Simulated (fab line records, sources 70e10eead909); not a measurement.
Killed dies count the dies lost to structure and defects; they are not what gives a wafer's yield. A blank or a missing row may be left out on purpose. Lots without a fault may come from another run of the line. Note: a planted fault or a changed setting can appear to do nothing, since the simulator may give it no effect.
Comparing a struck lot with a sound one + flow nand_harc + 15 out of 1159 route steps
Sound: the wafers L991.1, L991.5, L991.6. Wafers L996.2, L996.4, L996.5 were the ones struck. The cause is given at the end.
Each step with rows lists, per side, the tool, then ch with its chambers, then its first start. Under that, the readings that differ: sound wafers + struck wafers + difference of the means + sigmas: that difference in standard deviations of wafers without a fault.
alike: same words and numbers on both sides, and readings whose means sit less than 2 such deviations apart. not compared: any withheld reading, any reading some wafer has no value for, any bound like >300 that may hide the same value, and any number with overlapping values for which the record gives no deviation.
The two part at a step that has a row with sigmas, a row that says differs or no value, or rows on one side only. When numbers do not overlap yet have no deviation, they are printed without sigmas and do not part them. A reading missing from all wafers of one side parts the sides only when that side holds two or more wafers.

NHARC_A_CONTACT_ETCH_122: etches the open film in C4F8/O2/Ar, time 95 s, target depth 930 nm.
  sound on har_cap_etch-02 ch 0,1, day 16 10:52; struck on har_cap_etch-03 ch 0,1, day 18 19:06
  alike: chamber_pressure_mTorr
  not compared: rf_hours_counter_h
then, 1 step without rows for these wafers: NHARC_A_CONTACT_ETCH_123 (etches the open film in C4F8/O2/Ar, time 253 s, target depth 1090 nm).
NHARC_A_CONTACT_ETCH_90: etches the open film in CH3F/O2, target depth 40 nm, time 85.7 s.
  sound on rie_diel-13 ch 0,1,2, day 16 11:35; struck on rie_diel-03 ch 0,2, day 18 19:47
  alike: chamber_pressure_mTorr, drypump_motor_current_A, oes_product_au, rf_vpp_V, showerhead_plenum_p_Torr, throttle_valve_pct
  not compared: rf_hours_counter_h
then, 1 step without rows for these wafers: NHARC_A_CONTACT_ETCH_96 (etches the open film in C4F6/O2, target depth 20 nm, time 10 s).
NHARC_A_CONTACT_CD_MEAS_53:
  sound on cd_sem-02, day 16 11:47; struck on cd_sem-03, day 18 20:00
  alike: cd_nm
then, 3 steps without rows for these wafers: NHARC_A_CONTACT_STRIP_99 (strips in N2/H2); NHARC_A_CONTACT_STRIP_100 (strips in CF4/CHF3); NHARC_A_CONTACT_STRIP_101 (strips in O2/COS).
NHARC_A_CONTACT_ETCH_102: etches the open film in CF4/O2, target depth 70 nm, overetch 7 nm, time 38.5 s.
  sound on rie_diel-01 ch 0,1,3, day 16 12:05; struck on rie_diel-03 ch 0,1,2, day 18 20:17
  alike: chamber_pressure_mTorr, drypump_motor_current_A, oes_ar_750_au, oes_product_au, rf_vpp_V, showerhead_plenum_p_Torr, throttle_valve_pct
  not compared: rf_hours_counter_h
NHARC_A_CONTACT_STRIP_55: strips in O2.
  sound on rie_diel-01 ch 1,2,3; struck on rie_diel-03 ch 2,3
  alike: chamber_pressure_mTorr, drypump_motor_current_A, oes_product_au, rf_vpp_V, showerhead_plenum_p_Torr, throttle_valve_pct
  not compared: rf_hours_counter_h
then, 1 step without rows for these wafers: NHARC_A_CONTACT_STRIP_56 (strips in post etch residue remover, time 600 s).
NHARC_A_CONTACT_DEP_57: deposits aC, target thk 2800 nm.
  sound on acl_dep-02 ch 0, day 16 22:20; struck on acl_dep-02 ch 0, day 18 21:14
  alike: susceptor_temp_C, throttle_valve_pct
NHARC_A_CONTACT_DEP_58: deposits SiON, target thk 60 nm.
  sound on pecvd-03 ch 0,1,2, day 17 00:10; struck on pecvd-03 ch 0,1,2, day 18 22:41
  no value came back on the struck wafers for chamber_pressure_Torr (Torr), heater_power_outer_w (W), heater_power_w (W), showerhead_vpp_V (V); on the sound wafers chamber_pressure_Torr (Torr) reads 3.503 3.509 3.497
then, 1 step without rows for these wafers: NHARC_A_CONTACT_DEHYDRATE_59 (time 120 s).
-- jump in the record: it breaks off in module A_CONTACT and resumes in module END (first step shown: number 1159 of the route), and 3 days separate the struck wafers' starts before and after --
NHARC_END_SORT_01:
  here the record holds rows for the struck wafers (prober-01 ch 0, day 21 13:36) but none for the sound ones

## WHERE THEY PART
Earliest at NHARC_A_CONTACT_DEP_58; latest, in this record, at NHARC_END_SORT_01.

WHY: whatever the simulator had introduced
Entire step skipped (pecvd-03, NHARC_A_CONTACT_DEP_58), from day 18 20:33 onward. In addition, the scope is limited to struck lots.
